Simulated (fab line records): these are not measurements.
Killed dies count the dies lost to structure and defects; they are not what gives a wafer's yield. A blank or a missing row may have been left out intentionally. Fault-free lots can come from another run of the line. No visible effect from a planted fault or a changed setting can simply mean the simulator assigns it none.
Split-lot trial    flow n5 finfet    21 wafers read across 7 lots, on a route 1938 steps long

SPLIT DETAILS
At N5_BEOL_M5_ETCH_68 (etches SOC in N2/H2, target depth 80 nm, overetch 16 nm, time 120 s), the setting time s was moved away from the recipe's 120 s on 7 of the 21 wafers read, by -21.6% to +22.1%. The other wafers ran this setting at the recipe's value.

The reading comes from the split's own step.

THE READING
SiARC_of_BEOL_M5_COAT_66.thk nm (the simulator's own value, which no gauge read), in nm, at N5_BEOL_M5_ETCH_68 (etches SOC in N2/H2, target depth 80 nm, overetch 16 nm, time 120 s). The file does not state a usual value for it. Across the 14 wafers here that went through the recipe, the average is 6.4 nm and the standard deviation 0.11 nm.

wafer   tool, chamber at the split  time s as run, s  against the recipe  SiARC_of_BEOL_M5_COAT_66.thk nm, nm  against lot-mates on the recipe
L074.1  rie diel-04, 2              120               recipe              6.2                                  -
L074.4  rie diel-04, 0,1            143.9             +19.9%              5.2                                  -1.0
L074.5  rie diel-04, 0,1            143.9             +19.9%              5.2                                  -1.0
L076.1  rie diel-02, 2              120               recipe              6.6                                  -
L076.2  rie diel-02, 0,3            120               recipe              6.4                                  -
L076.3  rie diel-02, 0,3            120               recipe              6.4                                  -
L077.1  rie diel-02, 2              131               +9.2%               6.2                                  -0.2
L077.3  rie diel-02, 3              120               recipe              6.4                                  -
L077.6  rie diel-02, 3              131               +9.2%               6                                    -0.4
L078.2  rie diel-04, 0              120               recipe              6.4                                  -
L078.3  rie diel-04, 2              120               recipe              6.2                                  -
L078.6  rie diel-04, 0              141.9             +18.3%              5.4                                  -0.9
L081.1  rie diel-04, 1              120               recipe              6.2                                  -
L081.3  rie diel-04, 2              94.04             -21.6%              7.4                                  +1.1
L081.4  rie diel-04, 0              120               recipe              6.4                                  -
L085.1  rie diel-05, 0,3            120               recipe              6.4                                  -
L085.4  rie diel-05, 0,3            120               recipe              6.4                                  -
L085.5  rie diel-05, 1              146.5             +22.1%              5                                    -1.4
L088.1  rie diel-04, 3,0            120               recipe              6.4                                  -
L088.2  rie diel-04, 3,0            120               recipe              6.4                                  -
L088.3  rie diel-04, 1              120               recipe              6.2                                  -
When a row names more than one chamber, that row covers several wafers, and the file does not tell which wafer ran in which chamber.

FIT RESULTS
A straight line over all 21 wafers: SiARC_of_BEOL_M5_COAT_66.thk nm changes by -0.0537 nm for each +1% of time s; r = -0.97; the points scatter about the line by 0.14 nm.
The same after taking each lot's own level away (the mean of its wafers on the recipe; 21 wafers): -0.0521 nm for each +1%; r = -0.98; scatter 0.11 nm.
The reading moves by 1.2 nm for the largest change in time s, on that fit.
Measured against the standard deviation above, the lots' own levels, which go from 6.20 to 6.47 nm, span 2.4 times it.
The two slopes agree, so the slope changes little with the lot-to-lot level.
Check: with one of the wafers moved furthest among these (+22.1%) left out of the fit, the line predicts -1.07 nm for it against its lot-mates. Against them it came out at -1.4 nm.

OTHER SPLITS APPLIED TO THESE WAFERS
These wafers also went through other splits before the reading. Each is held against what the fit with the lots' levels taken away leaves over:
other split on the same wafers  wafers away from the commonest value  r with SiARC_of_BEOL_M5_COAT_66.thk nm (lot level and that fit taken away)
N5_BEOL_M5_ETCH_72 source w     5                                     -0.24
N5_BEOL_M5_COAT_74 spin rpm     8                                     -0.23

FILE'S OWN FIT
SiARC_of_BEOL_M5_COAT_66.thk nm changes by -0.053 nm for each +1% of time s, r = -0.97.
